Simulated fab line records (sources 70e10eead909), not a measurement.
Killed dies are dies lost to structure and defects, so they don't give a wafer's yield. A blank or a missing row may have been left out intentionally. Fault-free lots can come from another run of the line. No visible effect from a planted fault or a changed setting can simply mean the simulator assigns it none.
fab line records | flow nandHarc
[record] lots = 5 | wafers = 13 | lastDay = 23
route steps=1159 shown P_M2@329 END@1159
lots that met no fault: taken from a fault-free run of the same line
startH: hours from the record's opening day to when the first of the lot's shown wafers began | waitH: hours since the lot's step before | " as in the row above | L1.1+2: a row that stands for several wafers | - no value, or no start was given | * or withheld: withheld | < > ~ a bound
route shown NAME@n: a module of which the file shows steps, and the number in the route of the first | usual: mean/standard deviation of fault-free wafers | same: alike in all rows | chamber/n: place in a boat | sites: the reading at each site | _std_site: how widely they spread, as a standard deviation | _edge_site: inner sites' mean taken away from outer sites' mean | radiusMm: how far each site lies from the wafer's centre | mask NAME#n: copy n | behind: the most recent tool/chamber to have shaped the wafer | hold: reason for holding the lot/hours on hold/outcome of the hold | device: the transistor (n, p or np) that didn't switch | end of line: the same wafers' tests at the end of the route | step lacking rows: just its recipe | killed: the dies lost at the first sort to structure and to defects; this is not the yield of the wafer | map: per-die view of a wafer (x killed, . not killed, _ where there is no die)
set.NAME: the setting that was run; set.NAME@STEP: the one run at that earlier step | model.NAME: the simulator's own value behind a step, which no gauge read
lots at some steps of the route; a table a step, a row a wafer
services: the hour from which a tool's chamber was out of use, counted from the record's first day as startH (under 0 if before that day), plus the number of hours and why
[[steps]]
[step NHARC_P_M2_OVL_MEAS_10]
[recipe] pitchNm = 340
[usual] overlayXNm = 0.1/0.91 | overlayYNm = -0.1/0.87
lot.wafer | tool       | chamber | startH | waitH | overlayXNm | overlayYNm
L787.1    | overlay-01 | -       | 127.80 | -     | -0.2       | -1.5
L787.2    | "          | -       | "      | "     | -0.3       | -1.0
L787.6    | "          | -       | "      | "     | -0.1       | -0.4
L798.6    | overlay-01 | -       | 189.42 | -     | 1.1        | 0.1
L800.1    | overlay-01 | -       | 203.29 | -     | -0.6       | 1.0
L800.3    | "          | -       | "      | "     | -1.0       | 0.9
L800.6    | "          | -       | "      | "     | -1.2       | 1.4
L801.1    | overlay-02 | -       | 209.25 | -     | -0.7       | 0.6
L801.3    | "          | -       | "      | "     | -0.4       | 0.5
L801.6    | "          | -       | "      | "     | -0.5       | -0.1
L806.2    | overlay-01 | -       | 234.55 | -     | -0.6       | -0.4
L806.4    | "          | -       | "      | "     | -0.6       | 0.0
L806.5    | "          | -       | "      | "     | -0.4       | -0.2
[step NHARC_P_M2_INSPECT_11]
[usual] rawDefectCount = 4.4/2.5
lot.wafer | tool             | chamber | startH | waitH | rawDefectCount
L787.1    | defectInspect-01 | -       | 127.83 | 0.0   | 3
L787.2    | "                | -       | "      | "     | 3
L787.6    | "                | -       | "      | "     | 2
L798.6    | defectInspect-02 | -       | 189.46 | 0.0   | 3
L800.1    | defectInspect-02 | -       | 203.32 | 0.0   | 5
L800.3    | "                | -       | "      | "     | 6
L800.6    | "                | -       | "      | "     | 3
L801.1    | defectInspect-02 | -       | 209.28 | 0.0   | 1
L801.3    | "                | -       | "      | "     | 4
L801.6    | "                | -       | "      | "     | 4
L806.2    | defectInspect-01 | -       | 234.59 | 0.0   | 3
L806.4    | "                | -       | "      | "     | 6
L806.5    | "                | -       | "      | "     | 4
[step NHARC_P_M2_DESCUM_14]
[recipe] timeS = 3 | o2FlowSccm = 200 | arFlowSccm = 0 | biasPowerW = 0 | chemistry = O2
[usual] drypumpMotorCurrentA = 5.4/0.36 | oesProductAu = 1.001/0.011 | rfVppV = 57.7/0.83 | showerheadPlenumPTorr = 1.87/0.064 | throttleValvePct = 11.311/0.009
lot.wafer | tool       | chamber | startH | waitH | drypumpMotorCurrentA | oesProductAu | rfHoursCounterH | rfVppV | showerheadPlenumPTorr | throttleValvePct
L787.2    | rieDiel-12 | 0       | 127.89 | 0.1   | 5.5                  | 1.003        | 14              | 57.7   | 1.92                  | 11.314
L787.1    | "          | 3       | "      | "     | 6.2                  | 1.006        | 15              | 56.9   | 1.84                  | 11.313
L787.6    | "          | 1       | "      | "     | 4.7                  | 0.989        | -               | 57.2   | 2.02                  | 11.319
L798.6    | rieDiel-09 | 2       | 189.55 | 0.1   | 5.6                  | 1.004        | -               | 58.2   | 1.94                  | 11.315
L800.3    | rieDiel-09 | 1       | 203.38 | 0.1   | 5.3                  | 0.994        | 4               | 56.0   | 1.81                  | 11.304
L800.1    | "          | 2       | "      | "     | 5.6                  | 0.994        | 3               | 57.1   | 1.94                  | 11.309
L800.6    | "          | 2       | "      | "     | 5.6                  | 0.997        | -               | 59.0   | 1.94                  | 11.320
L801.1    | rieDiel-09 | 0       | 209.34 | 0.1   | 5.6                  | 1.004        | 5               | 58.6   | 1.85                  | 11.310
L801.3    | "          | 2       | "      | "     | 5.6                  | 0.993        | 4               | 57.7   | 1.94                  | 11.316
L801.6    | "          | 1       | "      | "     | 5.3                  | 0.987        | -               | 56.8   | 1.81                  | 11.315
L806.4    | rieDiel-12 | 1       | 234.65 | 0.1   | 4.7                  | 1.003        | 4               | 59.0   | 2.02                  | 11.295
L806.2    | "          | 0       | "      | "     | 5.5                  | 1.019        | 5               | 59.4   | 1.91                  | 11.315
L806.5    | "          | 2       | "      | "     | 5.1                  | 1.019        | -               | 57.1   | 1.88                  | 11.312
[step NHARC_P_M2_ETCH_35]
[recipe] targetDepthA = 400 | overetchA = 120 | timeS = 43.94 | ionEnergyEv = 200 | n2FlowSccm = 150 | h2FlowSccm = 150 | arFlowSccm = 0 | rfW = 400 | biasW = 150 | chemistry = N2/H2
[step NHARC_P_M2_ETCH_15]
[recipe] targetDepthA = 1825 | timeS = 91.2 | c4f8FlowSccm = withheld | arFlowSccm = 400 | rfW = 600 | biasW = 300 | chemistry = C4F8/Ar
[step NHARC_P_M2_CD_MEAS_16]
[usual] cdNm = 169.9/0.86
lot.wafer | tool     | chamber | startH | waitH | cdNm
L787.1    | cdSem-03 | -       | 128.20 | -     | 170.0
L787.2    | "        | -       | "      | "     | 169.8
L787.6    | "        | -       | "      | "     | 171.1
L798.6    | cdSem-03 | -       | 189.84 | -     | 169.1
L800.1    | cdSem-02 | -       | 203.69 | -     | 170.4
L800.3    | "        | -       | "      | "     | 169.8
L800.6    | "        | -       | "      | "     | 169.4
L801.1    | cdSem-01 | -       | 209.65 | -     | 170.3
L801.3    | "        | -       | "      | "     | 170.0
L801.6    | "        | -       | "      | "     | 171.3
L806.2    | cdSem-03 | -       | 234.96 | -     | 169.6
L806.4    | "        | -       | "      | "     | 169.5
L806.5    | "        | -       | "      | "     | 169.8
[step NHARC_P_M2_STRIP_18]
[recipe] powerW = 1000 | n2FlowSccm = 150 | h2FlowSccm = 150 | arFlowSccm = 0 | biasW = 0 | chemistry = N2/H2
[usual] drypumpMotorCurrentA = 5.4/0.31 | oesProductAu = 1.000/0.011 | rfVppV = 90.4/0.97 | showerheadPlenumPTorr = 1.98/0.067 | throttleValvePct = 14.170/0.0093
lot.wafer | tool       | chamber | startH | waitH | drypumpMotorCurrentA | oesProductAu | rfHoursCounterH | rfVppV | showerheadPlenumPTorr | throttleValvePct
L787.1    | rieDiel-09 | 1       | 128.27 | 0.1   | 5.3                  | 0.978        | 1               | 90.1   | 1.92                  | 14.164
L787.2    | "          | 0       | "      | "     | 5.6                  | 1.001        | 1               | 90.2   | 1.98                  | 14.165
L787.6    | "          | 1       | "      | "     | 5.3                  | 0.988        | -               | 88.5   | 1.92                  | 14.176
L798.6    | rieDiel-09 | 0       | 190.00 | 0.2   | 5.5                  | 1.015        | -               | 89.6   | 1.97                  | 14.167
L800.3    | rieDiel-09 | 2       | 203.76 | 0.1   | 5.6                  | 0.988        | 3               | 91.1   | 2.07                  | 14.169
L800.1    | "          | 1       | "      | "     | 5.3                  | 0.990        | 4               | 91.3   | 1.92                  | 14.182
L800.6    | "          | 3       | "      | "     | 5.0                  | 0.988        | -               | 91.5   | 1.92                  | 14.167
L801.1    | rieDiel-09 | 1       | 209.72 | 0.1   | 5.3                  | 0.995        | 5               | 90.8   | 1.92                  | 14.169
L801.3    | "          | 2       | "      | "     | 5.7                  | 1.003        | 4               | 90.6   | 2.06                  | 14.177
L801.6    | "          | 1       | "      | "     | 5.3                  | 1.001        | -               | 91.8   | 1.92                  | 14.177
L806.4    | rieDiel-09 | 0       | 235.03 | 0.1   | 5.6                  | 1.016        | 6               | 90.5   | 1.97                  | 14.173
L806.2    | "          | 3       | "      | "     | 5.1                  | 0.993        | 6               | 90.5   | 1.92                  | 14.173
L806.5    | "          | 1       | "      | "     | 5.3                  | 0.982        | -               | 89.4   | 1.92                  | 14.181
[step NHARC_P_M2_ETCH_28]
[recipe] targetDepthA = 300 | overEtchFrac = 0.3 | timeS = 72.99 | ionEnergyEv = 150 | cf4FlowSccm = 50 | n2FlowSccm = 100 | arFlowSccm = 150 | rfW = 300 | biasW = 100 | chemistry = CF4/N2
[step NHARC_P_M2_STRIP_19]
[recipe] timeS = 600 | tempC = 30 | chemistry = postEtchResidueRemover
[step NHARC_P_M2_DEGAS_29]
[recipe] tempC = 250 | timeS = 60
[usual] heaterPowerW = 324/40
lot.wafer | tool          | chamber | startH | waitH | heaterPowerW
L787.1    | pvdSputter-03 | -       | 128.92 | -     | 376
L787.2    | "             | -       | "      | "     | 313
L787.6    | "             | -       | "      | "     | 381
L798.6    | pvdSputter-03 | -       | 190.57 | -     | 327
L800.3    | pvdSputter-01 | -       | 204.41 | -     | 358
L800.1    | "             | -       | "      | "     | 333
L800.6    | "             | -       | "      | "     | 250
L801.1    | pvdSputter-02 | -       | 210.37 | -     | 283
L801.3    | "             | -       | "      | "     | 394
L801.6    | "             | -       | "      | "     | 287
L806.4    | pvdSputter-01 | -       | 235.77 | -     | 248
L806.2    | "             | -       | "      | "     | 331
L806.5    | "             | -       | "      | "     | 252
[step NHARC_P_M2_PRE_CLEAN_30]
[recipe] timeS = 30 | tempC = 280 | gas = H2/He
[usual] heaterPowerW = 400/47
lot.wafer | tool          | chamber | startH | waitH | heaterPowerW
L787.2    | pvdSputter-03 | -       | -      | -     | 374
L787.1    | "             | -       | "      | "     | 446
L787.6    | "             | -       | "      | "     | 420
L798.6    | pvdSputter-03 | -       | -      | -     | 413
L800.3    | pvdSputter-01 | -       | -      | -     | 433
L800.1    | "             | -       | "      | "     | 409
L800.6    | "             | -       | "      | "     | 428
L801.1    | pvdSputter-02 | -       | -      | -     | 488
L801.3    | "             | -       | "      | "     | 421
L801.6    | "             | -       | "      | "     | 482
L806.2    | pvdSputter-01 | -       | -      | -     | 410
L806.4    | "             | -       | "      | "     | 435
L806.5    | "             | -       | "      | "     | 309
[step NHARC_P_M2_PVD_20]
[recipe] targetThkA = 50 | biasV = 168.6 | powerW = 15000 | chamberPressurePa = 0.12 | timeS = 8.06 | substrateTempC = 50 | material = TaN
[step NHARC_P_M2_PVD_21]
[recipe] targetThkA = 300 | chamberPressurePa = 5 | powerW = 5000 | substrateTempC = 30 | timeS = 20.49 | material = Cu
[usual] chamberPressurePa = 5.000/0.0091 | throttleValvePct = 29.8/1
lot.wafer | tool          | chamber | startH | waitH | chamberPressurePa | throttleValvePct
L787.2    | pvdSputter-03 | -       | 129.13 | -     | 4.997             | 30.8
L787.1    | "             | -       | "      | "     | 4.991             | 29.8
L787.6    | "             | -       | "      | "     | 5.004             | 29.5
L798.6    | pvdSputter-03 | -       | 190.82 | -     | 5.010             | 30.1
L800.3    | pvdSputter-01 | -       | 204.63 | -     | 5.004             | 30.5
L800.1    | "             | -       | "      | "     | 5.006             | 30.0
L800.6    | "             | -       | "      | "     | 5.007             | 30.3
L801.1    | pvdSputter-02 | -       | 210.59 | -     | 5.007             | 29.6
L801.3    | "             | -       | "      | "     | 4.972             | 29.7
L801.6    | "             | -       | "      | "     | 5.000             | 29.4
L806.2    | pvdSputter-01 | -       | 235.98 | -     | 4.988             | 29.8
L806.4    | "             | -       | "      | "     | 4.996             | 30.8
L806.5    | "             | -       | "      | "     | 4.997             | 29.8
[step NHARC_P_M2_ECD_22]
[recipe] targetThkA = 4000 | bathTempC = 25 | material = Cu
[step NHARC_P_M2_ANNEAL_31]
[recipe] tempC = 225 | timeS = 90
[usual] wafer_temp_C_max = 226.5/0.38
lot.wafer | tool         | chamber | startH | waitH | wafer_temp_C_max
L787.1    | rtpAnneal-01 | 0       | 129.64 | -     | 227.2
L787.2    | "            | 0       | "      | "     | 226.5
L787.6    | "            | 0       | "      | "     | 227.2
L798.6    | rtpAnneal-01 | 0       | 191.58 | 0.4   | 227.2
L800.1    | rtpAnneal-02 | 0       | 205.17 | 0.3   | 226.2
L800.3    | "            | 0       | "      | "     | 226.4
L800.6    | "            | 0       | "      | "     | 226.7
L801.1    | rtpAnneal-01 | 0       | 211.10 | -     | 226.8
L801.3    | "            | 0       | "      | "     | 226.5
L801.6    | "            | 0       | "      | "     | 226.6
L806.2    | rtpAnneal-01 | 0       | 236.54 | -     | 226.4
L806.4    | "            | 0       | "      | "     | 226.9
L806.5    | "            | 0       | "      | "     | 226.5
[step NHARC_P_M2_CMP_23]
[recipe] tOverpolishS = 20 | targetThkNm = 144.3
[step NHARC_P_M2_SRD_25]
[step NHARC_END_SORT_01]
[recipe] tempC = 25
[usual] defectLimitedYield = 95.4/1.8 | killedAtArray = 27/11 | killedAtOther = 0.7/1.1 | killedAtPeriphery = 3.4/2.1 | killedDies = 31/12 | killedOpen = 3.6/2 | killedShort = 2.0/1.3 | sort_bin_2_pct = 1.5/0.71 | sort_bin_3_pct = 0.25/0.22 | sort_bin_4_pct = 2.9/1.2 | sortNPass = 646/12 | sortRimYieldPct = 95.0/2.5 | sortYieldPct = 95.4/1.8
[same] grossDies = 677 | sort_bin_5_pct[%] = 0 | sort_bin_6_pct[%] = 0 | sort_bin_7_pct[%] = 0 | sort_bin_8_pct[%] = 0 | sortRimNGross = 106.00
lot.wafer | tool      | chamber | startH | waitH | defectLimitedYield[%] | killedAtArray | killedAtOther | killedAtPeriphery | killedDies | killedOpen | killedShort | sort_bin_2_pct[%] | sort_bin_3_pct[%] | sort_bin_4_pct[%] | sortNPass | sortRimYieldPct[%] | sortYieldPct[%]
L798.6    | prober-01 | 0       | 510.23 | 4.0   | 82.0                  | 30            | 0             | 92                | 122        | 2          | 1           | 7.1               | 4.43              | 6.5               | 555       | 100.0              | 82.0
// killed by level:class
L798.6 P_M2:unspecified=90 A_CHANNEL_HOLE_D1:chamberFilmFlake=22 A_STAIRCASE:chamberFilmFlake=3 A_CONTACT:chamberFilmFlake=2 P_CONTACT:geometricParticle:open=1 A_CHANNEL_FILL_D1:geometricParticle:short=1 A_M1:geometricParticle:open=1 P_GATE:chamberFilmFlake=1
// map L798.6 (x killed, . not)
____________.____________
_________......._________
_______..........._______
______.............______
_____...........x..._____
____.................____
____.................____
___.....x....x........___
___................x..___
__.....................__
__.....................__
_......................._
_......................._
_....x..........x.x....._
_...............xxx.x..._
_...............xxxx.x.._
...............xxxxxxx...
..............xxxxxxx....
.........xx..xxxxxxxxx...
...........x..xxxxxxx.x..
.........xx..xxxxxxxxx...
_........xxxxxxxxxxxxx.._
_........xx.xxxxxxxxxx.._
_.......xxx.x.xxxxxxx..._
_............xxxxxxxx.x._
_........x......xxxxx..._
__.....x...x....xxx.x..__
__..........x...xx.....__
___.......x...........___
___...................___
____.................____
____.................____
_____..............._____
______.............______
_______..........._______
_________......._________
____________.____________
// map L787.1 (x killed, . not)
____________.____________
_________......._________
_______..........._______
______.............______
_____..............._____
____......xx.........____
____.................____
___.x..x...x.........x___
___...x...............___
__..x.................x__
__..xx..........x......__
_......................x_
_..............x........_
_......................._
_..................x...._
_......................._
.........................
.........................
.........................
.x...................x...
.....x...................
_..x...................._
_......................._
_..x...................._
_.........x............._
_x......................_
__.....................__
__.....................__
___...................___
___...................___
____..........x......____
____.x...............____
_____..............._____
______.............______
_______..........._______
_________....x.._________
____________.____________
[[services]]
tool          | chamber | startH | hours | kind
rieDiel-09    | 0       | 110.60 | -     | clean
rieDiel-09    | 1       | 110.60 | -     | clean
rieDiel-09    | 2       | 110.60 | -     | clean
rieDiel-09    | 3       | 110.60 | -     | clean
rieDiel-09    | -       | 127.60 | 0.3   | repair
rieDiel-09    | 0       | 135.10 | -     | clean
rieDiel-09    | 1       | 135.10 | -     | clean
rieDiel-09    | 2       | 135.10 | -     | clean
rieDiel-09    | 3       | 135.10 | -     | clean
pvdSputter-01 | -       | 158.00 | 10.0  | pm
rieDiel-09    | 0       | 159.63 | -     | clean
rieDiel-09    | 1       | 159.63 | -     | clean
rieDiel-09    | 2       | 159.63 | -     | clean
rieDiel-09    | 3       | 159.63 | -     | clean
rieDiel-09    | 2       | 161.96 | 8.5   | repair
rieDiel-09    | 2       | 170.48 | 10.0  | repair
rieDiel-09    | 0       | 184.13 | -     | clean
rieDiel-09    | 1       | 184.13 | -     | clean
rieDiel-12    | -       | 187.46 | 0.5   | repair
rieDiel-12    | 1       | 196.11 | 8.9   | repair
rieDiel-12    | -       | 202.40 | 9.0   | pm
rieDiel-09    | 1       | 216.04 | 13.2  | repair
pvdSputter-02 | -       | 217.91 | 10.0  | pm
rieDiel-12    | 0       | 235.01 | 13.2  | repair
[[key]]
[firstSign] step = NHARC_END_SORT_01 | reading = killedAtPeriphery | direction = up | sigmas = 43 | usual = 3.4 | struck = 92
[effect] step = NHARC_END_SORT_01 | reading = killedDies | direction = up | sigmas = 7.4 | usual = 31 | struck = 122
[moreKillsBornAt] NHARC_P_M2_PVD_21@pvdSputter-03 = 90
metAt NHARC_P_M2_PVD_21
struckWafers L798.6
alsoFits NHARC_P_M2_DEGAS_29:pvdSputter-03,NHARC_P_M2_PRE_CLEAN_30:pvdSputter-03
[fault] kind = chamberParticleSource | tool = pvdSputter-03 | chamber = - | onsetH = 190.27 | steps = NHARC_P_M2_PVD_21 | ratePerVisitCm2 = 1.1858 | endH = 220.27 | scope = struckWafersOnly
